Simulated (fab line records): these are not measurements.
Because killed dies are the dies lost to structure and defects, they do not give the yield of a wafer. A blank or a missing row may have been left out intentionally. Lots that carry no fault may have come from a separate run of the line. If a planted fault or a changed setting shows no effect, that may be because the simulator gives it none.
fab line records	flow n5Finfet	part 1 of 2: steps 1 to 4 of 6
record: lots: 21	wafers: 63	lastDay: 18
route steps=1938 shown BEOL_M7@1301 BEOL_M8@1371
lots that met no fault: from a run of the same line without faults
startH: hours from the record's first day to the start of the lot's first wafer shown	waitH: how many hours have passed since the lot's step before this one	" unchanged from the row above	L1.1+2: several wafers, shown together as one row	- no value, or no start given	* or withheld: withheld	< > ~ a bound
route shown NAME@n: names a module that has steps shown in the file, with the first one's number in the route	usual: average and standard deviation across the fault-free wafers	same: alike in all rows	chamber/n: place in a boat	sites: readings site by site	_std_site: the standard deviation of these	_edge_site: mean of outer sites minus mean of inner sites	radiusMm: how far each site lies from the wafer's centre	mask NAME#n: copy n	behind: the tool/chamber that last shaped the wafer	hold: reason for holding the lot/hours on hold/outcome of the hold	device: which transistor (n, p or np) failed to switch	end of line: the tests these same wafers got at the end of their route	for a step that has no rows: nothing shown but its recipe	killed: dies lost to structure and defects at the first sort, not the wafer's yield	map: a wafer's dies, x killed, . not, _ none there
set.NAME: the setting the step ran with; set.NAME@STEP: the setting that earlier step ran with	model.NAME: the simulator's own value behind a step, which no gauge read
one table for each step of the route and one row for each wafer, over a sample of lots
services: from which hour (startH, from the record's first day; less than 0 if before it) a tool's chamber was out of use, for how many hours, and why
== steps ==
step: N5_BEOL_M7_ETCH_65
recipe: chemistry: CF4	target: SiARC	targetDepthA: 156	maskMaterial: CAR-EUV	timeS: 26	ionEnergyEv: 80	pressureMtorr: 40	sourceW: 545	biasW: 36	Ar_flow_sccm: 100	cf4FlowSccm: 100	ends: cleared
usual: drypumpMotorCurrentA: 5.5/0.34	etchRfOnTimeS: 25.9/0.48	oesProductAu: 0.68/0.073	rfVppV: 184.4/1.2	showerheadPlenumPTorr: 2.16/0.076	throttleValvePct: 15.55/0.25
lot.wafer	tool	chamber	startH	waitH	drypumpMotorCurrentA	etchRfOnTimeS	oesProductAu	rfHoursCounterH	rfVppV	showerheadPlenumPTorr	throttleValvePct
L074.3	rieDiel-02	0	192.98	0.0	5.8	26.3	0.60	221	183.8	2.20	15.76
L074.4	"	2	"	"	6.0	25.9	0.64	165	182.7	2.05	15.57
L074.5	"	2	"	"	6.0	25.7	0.64	-	183.8	2.05	15.56
L075.1	rieDiel-02	1	216.17	0.0	5.7	25.4	0.79	26	184.4	2.27	15.35
L075.2	"	2	"	"	6.0	25.8	0.63	174	183.1	2.05	15.58
L075.5	"	3	"	"	5.9	26.3	0.60	-	183.5	2.19	15.75
L076.2	rieDiel-01	2	220.42	0.0	5.4	25.8	0.72	53	183.9	2.10	15.20
L076.3	"	0	"	"	5.9	26.0	0.70	76	184.1	2.17	15.26
L076.4	"	1	"	"	5.8	26.1	0.61	223	184.4	2.12	16.04
L077.1	rieDiel-02	1	228.51	0.0	5.7	25.6	0.78	30	186.4	2.27	15.38
L077.3	"	2	"	"	6.0	26.0	0.62	179	183.7	2.05	15.59
L077.4	"	3	"	"	5.9	26.2	0.59	230	185.0	2.19	15.75
L079.2	rieDiel-04	1	241.73	0.0	5.2	25.2	0.73	76	183.5	2.08	15.65
L079.4	"	0	"	"	4.9	26.2	0.62	212	184.0	2.21	15.74
L079.6	"	3	"	"	5.2	25.5	0.79	-	185.2	2.28	15.18
L081.1	rieDiel-01	1	253.38	0.0	5.8	26.0	0.61	234	182.8	2.12	16.05
L081.3	"	2	"	"	5.3	25.2	0.72	64	183.1	2.09	15.23
L081.6	"	1	"	"	5.8	26.0	0.61	-	184.4	2.12	16.06
L083.1	rieDiel-02	2	256.32	0.0	6.0	25.9	0.61	186	183.1	2.05	15.60
L083.3	"	1	"	"	5.7	25.6	0.78	38	185.5	2.27	15.37
L083.4	"	3	"	"	5.9	26.7	0.58	237	184.7	2.19	15.76
L084.1	rieDiel-02	0	262.54	0.0	5.8	26.1	0.60	241	184.5	2.19	15.78
L084.3	"	2	"	"	6.0	26.2	0.62	188	183.1	2.05	15.61
L084.6	"	3	"	"	5.9	26.7	0.59	-	185.9	2.19	15.77
L085.3	rieDiel-01	0	272.85	0.0	5.9	25.6	0.69	93	186.7	2.16	15.27
L085.4	"	2	"	"	5.3	25.1	0.72	67	182.4	2.09	15.22
L085.5	"	1	"	"	5.7	25.7	0.60	-	182.9	2.12	16.06
L086.4	rieDiel-01	2	273.25	0.0	5.4	25.6	0.72	67	183.9	2.09	15.23
L086.5	"	2	"	"	5.3	25.5	0.71	-	184.3	2.09	15.25
L086.6	"	3	"	"	5.3	26.1	0.77	-	183.8	2.10	15.28
L088.2	rieDiel-04	3	295.15	0.0	5.1	25.8	0.75	34	185.1	2.27	15.21
L088.4	"	1	"	"	5.2	25.5	0.70	91	183.9	2.07	15.68
L088.5	"	2	"	"	5.5	25.9	0.63	-	183.2	2.21	15.69
L087.1	rieDiel-04	3	303.14	0.0	5.2	25.8	0.75	36	185.9	2.27	15.22
L087.2	"	2	"	"	5.5	26.1	0.63	200	186.3	2.21	15.68
L087.5	"	1	"	"	5.2	25.3	0.71	-	182.9	2.07	15.70
L089.1	rieDiel-04	3	303.54	0.0	5.2	25.5	0.75	36	185.7	2.27	15.22
L089.5	"	3	"	"	5.2	25.7	0.75	-	186.1	2.27	15.22
L089.6	"	0	"	"	4.9	26.6	0.60	-	183.8	2.20	15.77
L091.2	rieDiel-02	2	310.14	0.0	6.0	26.3	0.61	201	182.0	2.04	15.65
L091.3	"	1	"	"	5.7	25.8	0.75	52	185.4	2.27	15.42
L091.6	"	1	"	"	5.7	25.9	0.75	-	185.6	2.27	15.40
L090.1	rieDiel-02	2	311.87	0.0	6.0	26.5	0.60	202	183.0	2.04	15.62
L090.2	"	1	"	"	5.7	26.1	0.75	53	185.9	2.26	15.44
L090.5	"	3	"	"	5.9	27.3	0.58	-	185.9	2.19	15.78
L092.1	rieDiel-04	2	331.74	0.0	5.5	26.0	0.63	207	183.9	2.21	15.72
L092.3	"	1	"	"	5.2	25.7	0.70	100	183.7	2.07	15.71
L092.4	"	3	"	"	5.1	25.7	0.74	44	185.2	2.27	15.25
L095.2	rieDiel-04	1	337.57	0.0	5.2	25.6	0.69	102	184.7	2.07	15.71
L095.3	"	3	"	"	5.2	25.7	0.74	46	186.5	2.27	15.22
L095.5	"	1	"	"	5.2	25.6	0.70	-	183.9	2.07	15.71
L094.1	rieDiel-01	0	337.59	0.0	5.8	25.9	0.67	114	184.4	2.16	15.33
L094.2	"	2	"	"	5.3	25.9	0.68	89	182.9	2.09	15.26
L094.6	"	0	"	"	5.9	26.2	0.66	-	185.0	2.16	15.32
L093.3	rieDiel-02	2	338.06	0.0	6.0	26.0	0.61	214	182.7	2.04	15.66
L093.5	"	2	"	"	6.0	26.2	0.60	-	181.6	2.04	15.67
L093.6	"	1	"	"	5.7	25.7	0.74	-	186.8	2.26	15.42
L096.1	rieDiel-02	2	339.76	0.0	6.0	25.9	0.60	214	184.9	2.04	15.65
L096.2	"	1	"	"	5.7	25.5	0.74	66	185.7	2.26	15.43
L096.4	"	2	"	"	6.0	26.1	0.60	-	182.8	2.04	15.66
L097.1	rieDiel-04	3	366.76	0.0	5.2	25.5	0.72	54	186.1	2.26	15.25
L097.4	"	2	"	"	5.5	26.0	0.62	218	183.8	2.21	15.72
L097.6	"	3	"	"	5.2	25.8	0.73	-	186.1	2.26	15.26
step: N5_BEOL_M7_THK_MEAS_53
recipe: thkMeasGauge: xrf	reads: Cu_of_BEOL_M7_ECD_50
usual: M7_THK: 79.5/2.2
lot.wafer	tool	chamber	startH	waitH	M7_THK[nm]
L074.3	filmMetro-01	-	196.56	-	78.6
L074.4	"	-	"	"	79.2
L074.5	"	-	"	"	78.3
L075.1	filmMetro-01	-	218.67	-	79.7
L075.2	"	-	"	"	79.7
L075.5	"	-	"	"	78.8
L076.2	filmMetro-02	-	223.91	-	80.4
L076.3	"	-	"	"	82.0
L076.4	"	-	"	"	80.7
L077.1	filmMetro-01	-	231.64	-	80.8
L077.3	"	-	"	"	79.4
L077.4	"	-	"	"	75.8
L079.2	filmMetro-02	-	245.46	-	83.0
L079.4	"	-	"	"	78.6
L079.6	"	-	"	"	82.2
L081.1	filmMetro-02	-	258.01	-	80.0
L081.3	"	-	"	"	83.2
L081.6	"	-	"	"	80.1
L083.1	filmMetro-02	-	258.99	-	81.1
L083.3	"	-	"	"	81.2
L083.4	"	-	"	"	76.8
L084.1	filmMetro-02	-	265.45	-	76.2
L084.3	"	-	"	"	77.6
L084.6	"	-	"	"	75.1
L085.3	filmMetro-01	-	275.60	-	76.4
L085.4	"	-	"	"	79.7
L085.5	"	-	"	"	76.6
L086.4	filmMetro-02	-	276.08	-	79.7
L086.5	"	-	"	"	81.3
L086.6	"	-	"	"	80.8
L088.2	filmMetro-02	-	297.59	-	80.2
L088.4	"	-	"	"	78.7
L088.5	"	-	"	"	77.2
L087.1	filmMetro-01	-	307.75	-	83.0
L087.2	"	-	"	"	78.7
L087.5	"	-	"	"	81.3
L089.1	filmMetro-01	-	308.15	-	77.1
L089.5	"	-	"	"	79.1
L089.6	"	-	"	"	74.6
L091.2	filmMetro-02	-	313.70	-	80.4
L091.3	"	-	"	"	82.6
L091.6	"	-	"	"	84.6
L090.1	filmMetro-01	-	314.25	-	79.5
L090.2	"	-	"	"	80.4
L090.5	"	-	"	"	76.5
L092.1	filmMetro-02	-	334.74	-	81.4
L092.3	"	-	"	"	83.2
L092.4	"	-	"	"	81.3
L095.2	filmMetro-01	-	340.16	-	79.9
L095.3	"	-	"	"	80.6
L095.5	"	-	"	"	79.4
L094.1	filmMetro-01	-	340.43	-	80.5
L094.2	"	-	"	"	80.8
L094.6	"	-	"	"	79.9
L093.3	filmMetro-02	-	340.84	-	79.8
L093.5	"	-	"	"	79.8
L093.6	"	-	"	"	81.6
L096.1	filmMetro-02	-	343.23	-	80.4
L096.2	"	-	"	"	80.3
L096.4	"	-	"	"	79.3
L097.1	filmMetro-02	-	369.85	-	80.7
L097.4	"	-	"	"	79.2
L097.6	"	-	"	"	80.5
step: N5_BEOL_M8_ETCH_66
recipe: chemistry: N2/H2	target: SOC	targetDepthA: 800	overetchA: 160	maskMaterial: SiARC	tempC: 40	timeS: 120	ionEnergyEv: 200	pressureMtorr: 30	sourceW: 840	biasW: 150	n2FlowSccm: 200	h2FlowSccm: 200
usual: drypumpMotorCurrentA: 5.8/0.36	oesProductAu: 0.63/0.063	rfVppV: 524/3.7	showerheadPlenumPTorr: 2.56/0.13	tempC: 39.99/0.1	throttleValvePct: 17.82/0.27
lot.wafer	tool	chamber	startH	waitH	drypumpMotorCurrentA	oesProductAu	rfHoursCounterH	rfVppV	showerheadPlenumPTorr	tempC	throttleValvePct
L074.3	rieDiel-06	0	204.21	0.0	5.8	0.61	114	520	2.45	40.04	17.70
L074.4	"	2	"	"	6.3	0.73	12	523	2.50	39.96	17.64
L074.5	"	0	"	"	5.8	0.61	-	522	2.45	39.95	17.67
L075.1	rieDiel-03	0	224.42	0.0	5.6	0.52	245	523	2.50	40.02	17.77
L075.2	"	3	"	"	6.2	0.59	126	529	2.66	39.95	18.01
L075.5	"	0	"	"	5.5	0.53	-	523	2.50	39.97	17.79
L076.2	rieDiel-05	1	228.81	0.0	5.9	0.53	213	521	2.41	39.82	17.53
L076.3	"	2	"	"	5.4	0.71	18	527	2.71	39.83	17.54
L076.4	"	3	"	"	5.8	0.73	8	528	2.72	40.03	17.39
L077.1	rieDiel-06	0	235.61	0.0	5.8	0.61	125	521	2.45	40.09	17.72
L077.3	"	3	"	"	6.4	0.67	36	521	2.49	39.74	17.69
L077.4	"	1	"	"	5.4	0.65	58	528	2.69	39.86	17.80
L079.2	rieDiel-03	1	252.80	0.0	5.9	0.67	39	526	2.60	39.97	18.08
L079.4	"	2	"	"	6.1	0.56	199	517	2.33	39.90	18.11
L079.6	"	2	"	"	6.1	0.55	-	518	2.33	39.86	18.11
L081.1	rieDiel-03	2	263.16	0.0	6.2	0.55	204	518	2.32	39.91	18.12
L081.3	"	1	"	"	5.9	0.67	44	525	2.59	40.02	18.08
L081.6	"	3	"	"	6.2	0.58	-	526	2.66	40.10	18.03
L083.1	rieDiel-03	3	264.00	0.0	6.2	0.57	141	527	2.66	39.98	18.04
L083.3	"	2	"	"	6.1	0.55	204	516	2.32	39.98	18.12
L083.4	"	2	"	"	6.1	0.55	-	518	2.32	39.86	18.11
L084.1	rieDiel-06	1	270.45	0.0	5.3	0.63	70	527	2.69	39.98	17.80
L084.3	"	2	"	"	6.3	0.70	36	525	2.49	40.10	17.68
L084.6	"	2	"	"	6.3	0.69	-	521	2.49	39.97	17.66
L085.3	rieDiel-05	2	281.24	0.0	5.4	0.67	39	526	2.70	40.07	17.57
L085.4	"	3	"	"	5.8	0.69	-	528	2.71	40.01	17.43
L085.5	"	2	"	"	5.4	0.67	-	528	2.70	39.99	17.59
L086.4	rieDiel-03	3	281.41	0.0	6.2	0.56	149	526	2.65	40.01	18.06
L086.5	"	3	"	"	6.2	0.57	-	528	2.65	40.01	18.06
L086.6	"	0	"	"	5.6	0.76	-	523	2.50	40.05	17.33
L088.2	rieDiel-06	0	303.29	0.0	5.8	0.59	150	521	2.44	39.98	17.77
L088.4	"	1	"	"	5.4	0.62	83	528	2.68	40.09	17.84
L088.5	"	3	"	"	6.5	0.65	-	522	2.49	40.05	17.71
L087.1	rieDiel-06	1	311.82	0.0	5.4	0.62	85	528	2.68	40.01	17.85
L087.2	"	0	"	"	5.8	0.59	152	520	2.43	39.96	17.75
L087.5	"	1	"	"	5.3	0.62	-	527	2.68	40.01	17.84
L089.1	rieDiel-03	2	314.64	0.0	6.2	0.55	219	516	2.32	40.00	18.15
L089.5	"	2	"	"	6.2	0.55	-	517	2.32	40.12	18.14
L089.6	"	3	"	"	6.1	0.56	-	526	2.65	40.07	18.06
L090.1	rieDiel-05	0	317.80	0.0	5.3	0.72	11	529	2.71	39.90	17.95
L090.2	"	2	"	"	5.4	0.66	53	528	2.69	40.03	17.61
L090.5	"	2	"	"	5.4	0.65	-	527	2.69	40.05	17.60
L091.2	rieDiel-03	1	317.84	0.0	5.9	0.64	66	524	2.58	39.98	18.15
L091.3	"	3	"	"	6.2	0.56	158	527	2.65	40.05	18.06
L091.6	"	1	"	"	5.9	0.64	-	527	2.58	40.00	18.13
L092.1	rieDiel-05	0	337.75	0.0	5.3	0.71	19	527	2.71	39.81	17.98
L092.3	"	3	"	"	5.8	0.66	50	528	2.70	40.12	17.45
L092.4	"	0	"	"	5.3	0.70	-	527	2.71	40.01	17.99
L095.2	rieDiel-05	2	345.96	0.0	5.4	0.64	65	527	2.69	39.94	17.64
L095.3	"	0	"	"	5.3	0.70	23	528	2.71	40.05	18.00
L095.5	"	0	"	"	5.3	0.70	-	528	2.71	40.23	17.99
L093.3	rieDiel-06	3	346.32	0.0	6.4	0.63	71	522	2.48	39.92	17.73
L093.5	"	1	"	"	5.4	0.61	-	528	2.67	39.96	17.86
L093.6	"	2	"	"	6.3	0.67	-	522	2.48	40.12	17.72
L094.1	rieDiel-03	3	346.47	0.0	6.1	0.55	167	527	2.64	39.79	18.09
L094.2	"	0	"	"	5.6	0.70	24	522	2.49	40.05	17.37
L094.6	"	1	"	"	5.9	0.64	-	526	2.58	39.74	18.16
L096.1	rieDiel-05	3	348.33	0.0	5.9	0.65	54	527	2.69	40.11	17.48
L096.2	"	2	"	"	5.4	0.64	66	529	2.68	40.03	17.63
L096.4	"	3	"	"	5.8	0.66	-	529	2.69	40.08	17.47
L097.1	rieDiel-05	2	373.98	0.0	5.4	0.63	75	528	2.68	39.95	17.64
L097.4	"	1	"	"	6.0	0.72	10	528	2.71	39.89	17.18
L097.6	"	1	"	"	5.9	0.73	-	528	2.71	39.85	17.19
step: N5_BEOL_M8_VIA_ETCH_34
recipe: chemistry: C4F6/O2	target: SiCOH_lowk	targetDepthA: 1255	maskMaterial: SOC	taperDeg: 4	timeS: 50.5	ionEnergyEv: 250	pressureMtorr: 30	sourceW: 345	biasW: 185	Ar_flow_sccm: 300	C4F6_flow_sccm: 10	O2_flow_sccm: 10
usual: drypumpMotorCurrentA: 5.8/0.36	oesProductAu: 0.82/0.087	rfVppV: 664/6	showerheadPlenumPTorr: 2.87/0.14	throttleValvePct: 20.91/0.28
lot.wafer	tool	chamber	startH	waitH	drypumpMotorCurrentA	oesProductAu	rfHoursCounterH	rfVppV	showerheadPlenumPTorr	throttleValvePct
L074.3	rieDiel-06	0	204.31	0.0	5.8	0.81	115	650	2.74	20.71
L074.4	"	2	"	"	6.3	0.96	12	653	2.79	20.67
L074.5	"	0	"	"	5.8	0.80	-	651	2.74	20.71
L075.1	rieDiel-03	0	224.52	0.0	5.6	0.68	246	659	2.80	20.79
L075.2	"	3	"	"	6.1	0.77	126	668	2.99	21.24
L075.5	"	0	"	"	5.5	0.69	-	659	2.80	20.80
L076.2	rieDiel-05	1	228.91	0.0	6.0	0.68	213	668	2.71	20.60
L076.3	"	2	"	"	5.4	0.94	18	665	3.02	20.67
L076.4	"	3	"	"	5.8	0.96	8	671	3.03	20.59
L077.1	rieDiel-06	0	235.71	0.0	5.8	0.79	125	654	2.73	20.72
L077.3	"	3	"	"	6.5	0.87	36	672	2.79	20.69
L077.4	"	1	"	"	5.4	0.87	58	662	2.99	20.72
L079.2	rieDiel-03	1	252.90	0.0	5.9	0.88	39	665	2.90	21.16
L079.4	"	2	"	"	6.2	0.72	199	663	2.62	21.21
L079.6	"	2	"	"	6.2	0.72	-	661	2.62	21.20
L081.1	rieDiel-03	2	263.26	0.0	6.2	0.72	204	663	2.61	21.21
L081.3	"	1	"	"	5.9	0.87	44	665	2.90	21.15
L081.6	"	3	"	"	6.2	0.75	-	669	2.98	21.25
L083.1	rieDiel-03	3	264.10	0.0	6.2	0.75	141	668	2.98	21.26
L083.3	"	2	"	"	6.1	0.72	204	662	2.61	21.19
L083.4	"	2	"	"	6.2	0.71	-	662	2.61	21.22
L084.1	rieDiel-06	1	270.55	0.0	5.4	0.84	70	663	2.99	20.72
L084.3	"	2	"	"	6.3	0.91	36	654	2.78	20.70
L084.6	"	2	"	"	6.3	0.90	-	654	2.78	20.70
L085.3	rieDiel-05	2	281.34	0.0	5.4	0.88	39	665	3.01	20.71
L085.4	"	3	"	"	5.8	0.90	-	671	3.03	20.60
L085.5	"	2	"	"	5.4	0.88	-	665	3.01	20.69
L086.4	rieDiel-03	3	281.51	0.0	6.2	0.75	150	669	2.97	21.25
L086.5	"	3	"	"	6.2	0.74	-	669	2.97	21.26
L086.6	"	0	"	"	5.5	1.01	-	659	2.79	20.41
L088.2	rieDiel-06	0	303.39	0.0	5.8	0.75	150	652	2.72	20.76
L088.4	"	1	"	"	5.3	0.83	83	663	2.98	20.75
L088.5	"	3	"	"	6.5	0.83	-	673	2.78	20.73
L087.1	rieDiel-06	1	311.92	0.0	5.4	0.82	85	664	2.98	20.73
L087.2	"	0	"	"	5.8	0.77	152	651	2.72	20.76
L087.5	"	1	"	"	5.4	0.82	-	663	2.98	20.75
L089.1	rieDiel-03	2	314.74	0.0	6.2	0.71	219	663	2.61	21.23
L089.5	"	2	"	"	6.2	0.70	-	663	2.61	21.23
L089.6	"	3	"	"	6.2	0.74	-	668	2.97	21.28
L090.1	rieDiel-05	0	317.90	0.0	5.3	0.96	12	670	3.03	21.10
L090.2	"	2	"	"	5.4	0.87	53	662	3.00	20.72
L090.5	"	2	"	"	5.4	0.87	-	664	3.00	20.72
L091.2	rieDiel-03	1	317.94	0.0	5.9	0.85	66	664	2.89	21.20
L091.3	"	3	"	"	6.2	0.74	158	668	2.97	21.29
L091.6	"	1	"	"	5.9	0.85	-	663	2.89	21.20
L092.1	rieDiel-05	0	337.85	0.0	5.3	0.92	19	670	3.03	21.10
L092.3	"	3	"	"	5.8	0.86	50	670	3.02	20.64
L092.4	"	0	"	"	5.3	0.92	-	669	3.03	21.11
L095.2	rieDiel-05	2	346.06	0.0	5.4	0.85	65	664	2.99	20.73
L095.3	"	0	"	"	5.3	0.92	23	670	3.03	21.11
L095.5	"	0	"	"	5.3	0.93	-	670	3.03	21.09
L093.3	rieDiel-06	3	346.42	0.0	6.4	0.81	71	672	2.77	20.74
L093.5	"	1	"	"	5.4	0.81	-	664	2.97	20.77
L093.6	"	2	"	"	6.3	0.87	-	652	2.77	20.74
L094.1	rieDiel-03	3	346.57	0.0	6.2	0.74	167	667	2.97	21.28
L094.2	"	0	"	"	5.6	0.92	25	658	2.78	20.46
L094.6	"	1	"	"	5.9	0.84	-	664	2.88	21.22
L096.1	rieDiel-05	3	348.43	0.0	5.8	0.86	54	670	3.01	20.65
L096.2	"	2	"	"	5.4	0.84	66	665	2.99	20.75
L096.4	"	3	"	"	5.8	0.86	-	672	3.01	20.64
L097.1	rieDiel-05	2	374.08	0.0	5.4	0.84	75	666	2.99	20.74
L097.4	"	1	"	"	5.9	0.97	10	679	3.03	20.31
L097.6	"	1	"	"	5.9	0.97	-	679	3.03	20.32
